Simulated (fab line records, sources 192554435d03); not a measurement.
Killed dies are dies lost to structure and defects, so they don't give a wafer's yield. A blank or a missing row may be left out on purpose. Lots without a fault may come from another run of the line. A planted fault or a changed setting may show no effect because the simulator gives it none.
A struck lot beside a sound one | flow n5_finfet | 16 steps out of a route of 1938
Sound: wafers L359.1, L359.2, L359.4. Struck: wafer L369.1. (L369.2, L369.4 of the same lot were not struck and are left out.) The cause comes at the end.
At each step with rows: each side's tool, then ch and its chambers, then its first start. Under that, the readings that differ: sound wafers | struck wafers | difference of the means | sigmas: that difference in standard deviations of wafers without a fault.
alike: readings whose means differ by less than 2 such deviations, and words and numbers that are the same on both sides. not compared: withheld readings, readings that some wafer has no value for, bounds like >300 that may hide the same value, and numbers for which the record gives no deviation and whose values overlap.
The two part at a step that has a row with sigmas, a row that says differs or no value, or rows on one side only. Numbers that don't overlap but have no deviation are shown without sigmas and don't part them. A reading that every wafer of one side lacks parts them only if that side has two wafers or more.

N5_HKMG_FIN_ALD_71: deposits TiN, target thk 1 nm, pulse time 1 s, purge time 3 s.
  sound on ald_metal-01 ch 1,2,3, day 6 01:15; struck on ald_metal-04 ch 0, day 8 11:05
  reading            | sound       | struck | difference | sigmas
  heater_power_w (W) | 775 857 764 | 977    | +178       | +2
  alike: precursor_pulse_height_rel
then, 2 steps without rows for these wafers: N5_HKMG_FIN_COAT_66 (time 60 s, resist thk 300 nm); N5_HKMG_FIN_ETCH_67 (etches SOC in N2/H2, stops on TiN, target depth 388.9 nm).
N5_HKMG_FIN_STRIP_90: strips SOC in N2/H2, time 20 s.
  sound on rie_diel-01 ch 1,2,3, day 6 01:43; struck on rie_diel-06 ch 3, day 8 11:35
  reading                | sound          | struck | difference | sigmas
  throttle_valve_pct (%) | 18.8 19.3 18.3 | 20.0   | +1.2       | +3
  alike: drypump_motor_current_A, oes_product_au, rf_vpp_V, showerhead_plenum_p_Torr, temp_c
  not compared: rf_hours_counter_h
then, 1 step without rows for these wafers: N5_HKMG_FIN_WET_ETCH_73 (etches the open film in SC1, time 42.3 s, target depth 1.3 nm, rinse time 30 s).
N5_HKMG_FIN_ETCHBACK_68: etches the open film in Cl2/Ar, stops on HfO2, target depth 0.5 nm.
  sound on rie_metal-01 ch 0,1, day 6 01:52; struck on rie_metal-02 ch 0, day 8 11:45
  alike: drypump_motor_current_A, oes_product_au, throttle_valve_pct
  not compared: rf_hours_counter_h
then, 1 step without rows for these wafers: N5_HKMG_FIN_STRIP_69 (strips in N2/H2, time 360 s).
N5_HKMG_FIN_ALD_21: deposits TiN, target thk 1.5 nm, pulse time 1 s, purge time 3 s.
  sound on ald_metal-04 ch 1,2,3, day 6 02:25; struck on ald_metal-01 ch 3, day 8 12:17
  alike: heater_power_w, precursor_pulse_height_rel
then, 4 steps without rows for these wafers: N5_HKMG_FIN_ALD_72 (deposits W, target thk 2 nm, pulse time 1 s, purge time 2 s); N5_HKMG_FIN_W_FILL_22 (material W, target thk 60 nm, time 18.2 s); N5_HKMG_FIN_PRECLEAN_83 (cleans in DIW, time 57.5 s); N5_HKMG_FIN_SRD_84 (dry time 32 s).
N5_HKMG_FIN_CMP_23: polishes, stops on SiNx, t overpolish 10 s, target thk 46.326 nm.
  sound on cmp-03 ch 1,2,3, day 6 02:56; struck on cmp-03 ch 1, day 8 12:53
  reading                    | sound              | struck | difference | sigmas
  overpolish_run_s (s)       | 10.001 9.989 9.990 | 10.026 | +0.033     | +3
  platen_rpm (rpm)           | 50.32 50.37 50.26  | 52.27  | +1.95      | +50
  slurry_filter_dp_kPa (kPa) | 13.56 13.59 13.66  | 13.24  | -0.36      | -2
  alike: motor_current_A, time_to_endpoint_s
N5_HKMG_FIN_CMP_94: polishes, stops on SiNx, t overpolish 4.7 s, target thk 43.299 nm.
  sound on cmp-03 ch 1,2,3, day 6 03:25; struck on cmp-03 ch 1, day 8 13:19
  alike: motor_current_A, platen_rpm, slurry_filter_dp_kPa
-- the record jumps here: 4 days lie between the struck wafers' starts before and after (it left off in module HKMG_FIN and takes up again in module BEOL_M4, whose first step shown is number 1111 of the route) --
N5_BEOL_M4_RC_MEAS_101:
  sound on prober-02 ch 0, day 10 07:27; struck on prober-02 ch 0, day 12 15:53
  alike: DIBL_N, DIBL_P, IOFF_N, IOFF_P, ION_N, ION_P, SS_N, SS_P, VT_N, VT_P
then, 1 step without rows for these wafers: N5_PASSIVATION_PROBE_49.

WHERE THEY PART
First at N5_HKMG_FIN_ALD_71; last, within this record, at N5_HKMG_FIN_CMP_23. Later steps at which nothing parts them and some readings are alike: N5_HKMG_FIN_CMP_94, N5_BEOL_M4_RC_MEAS_101.

WHY: what the simulator had put in
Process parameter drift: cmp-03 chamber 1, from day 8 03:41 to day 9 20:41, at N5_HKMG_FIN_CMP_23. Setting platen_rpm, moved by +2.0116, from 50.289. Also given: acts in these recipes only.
